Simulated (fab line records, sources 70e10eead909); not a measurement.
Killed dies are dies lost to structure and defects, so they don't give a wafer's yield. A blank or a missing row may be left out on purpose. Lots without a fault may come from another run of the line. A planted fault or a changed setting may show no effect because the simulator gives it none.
Which tool did it? | flow nand_harc | 12 lots, 36 wafers sampled, at 4 steps of a route of 1302

WHAT THE GAUGES READ, wafer by wafer
NHARC_A_M1_OVL_MEAS_10: pitch 240 nm.
lot  | measured     | on         | overlay_x_nm (nm)
L076 | day 23 18:04 | overlay-01 | -0.3 -0.4 -0.1
L077 | day 24 01:20 | overlay-02 | -1.1 -1.2 -1.0
L079 | day 25 00:04 | overlay-01 | 2.2 1.8 2.1
L081 | day 26 12:56 | overlay-01 | 1.2 1.3 1.0
L085 | day 27 16:12 | overlay-02 | -1.1 -0.7 -0.4
L083 | day 28 02:16 | overlay-01 | 1.0 1.4 1.3
L086 | day 28 10:53 | overlay-01 | 0.0 0.2 0.4
L090 | day 28 18:07 | overlay-02 | -1.2 -0.9 -1.2
L091 | day 30 01:54 | overlay-01 | 0.5 0.1 0.7
L093 | day 31 01:18 | overlay-02 | -0.9 -0.7 -0.8
L096 | day 31 10:01 | overlay-02 | 0.3 -0.1 0.6
L097 | day 33 06:51 | overlay-02 | -0.3 0.4 0.3

WHICH TOOL RAN EACH LOT (tool, then ch and the chambers of the sampled wafers, then the start)
lot  | NHARC_A_BLC_PVD_32                      | NHARC_A_BLC_CMP_25            | NHARC_A_M0_PVD_20
L076 | pvd_sputter-01, day 23 12:45 or earlier | cmp-01 ch 2,3, day 23 12:45   | pvd_sputter-03, day 23 18:04 or earlier
L077 | pvd_sputter-03, day 23 19:08 or earlier | cmp-01 ch 0,1,3, day 23 19:08 | pvd_sputter-03, day 24 01:20 or earlier
L079 | pvd_sputter-02, day 24 18:38 or earlier | cmp-03 ch 0,2,3, day 24 18:38 | pvd_sputter-01, day 25 00:04 or earlier
L081 | pvd_sputter-03, day 26 07:45 or earlier | cmp-03 ch 1,2, day 26 07:45   | pvd_sputter-03, day 26 12:56 or earlier
L085 | pvd_sputter-02, day 27 10:44 or earlier | cmp-01 ch 0,2,3, day 27 10:44 | pvd_sputter-02, day 27 16:12 or earlier
L083 | pvd_sputter-01, day 27 20:44 or earlier | cmp-03 ch 0,1, day 27 20:44   | pvd_sputter-02, day 28 02:16 or earlier
L086 | pvd_sputter-02, day 28 05:34 or earlier | cmp-04 ch 0,2,3, day 28 05:34 | pvd_sputter-03, day 28 10:53 or earlier
L090 | pvd_sputter-01, day 28 12:47 or earlier | cmp-03 ch 0,1,3, day 28 12:47 | pvd_sputter-03, day 28 18:07 or earlier
L091 | pvd_sputter-03, day 29 20:35 or earlier | cmp-03 ch 0,1, day 29 20:35   | pvd_sputter-03, day 30 01:54 or earlier
L093 | pvd_sputter-03, day 30 20:00 or earlier | cmp-03 ch 0,1,3, day 30 20:00 | pvd_sputter-03, day 31 01:18 or earlier
L096 | pvd_sputter-01, day 31 04:33 or earlier | cmp-04 ch 1,2, day 31 04:33   | pvd_sputter-01, day 31 10:01 or earlier
L097 | pvd_sputter-02, day 33 01:22 or earlier | cmp-01 ch 1,2,3, day 33 01:22 | pvd_sputter-02, day 33 06:51 or earlier
- NHARC_A_BLC_PVD_32: deposits Ti, target thk 5 nm, time 17.7 s.
- NHARC_A_BLC_CMP_25: polishes, t overpolish 30 s, target thk 150 nm.
- NHARC_A_M0_PVD_20: deposits TaN, target thk 5 nm, time 8.06 s.

THE ANSWER, worked out from the rows above alone
Rule: what is usual is taken from the lots themselves. Put in order of their means at a reading, lots are off if they are a third of the lots or fewer, leave a main group of 4 or more, and stand apart from it by a gap of 3 or more times the standard deviation of the main group's means; of several such gaps the widest counts. A main group whose means are all the same, to the digits that the tables above print for the reading, isn't used. A lot without any number at a reading at which 4 lots or more have one is off too. The other lots that the step has rows for count as sound.
No lot is off at any reading shown: from this, nothing can be told.

WHAT THE SIMULATOR HAD PUT IN
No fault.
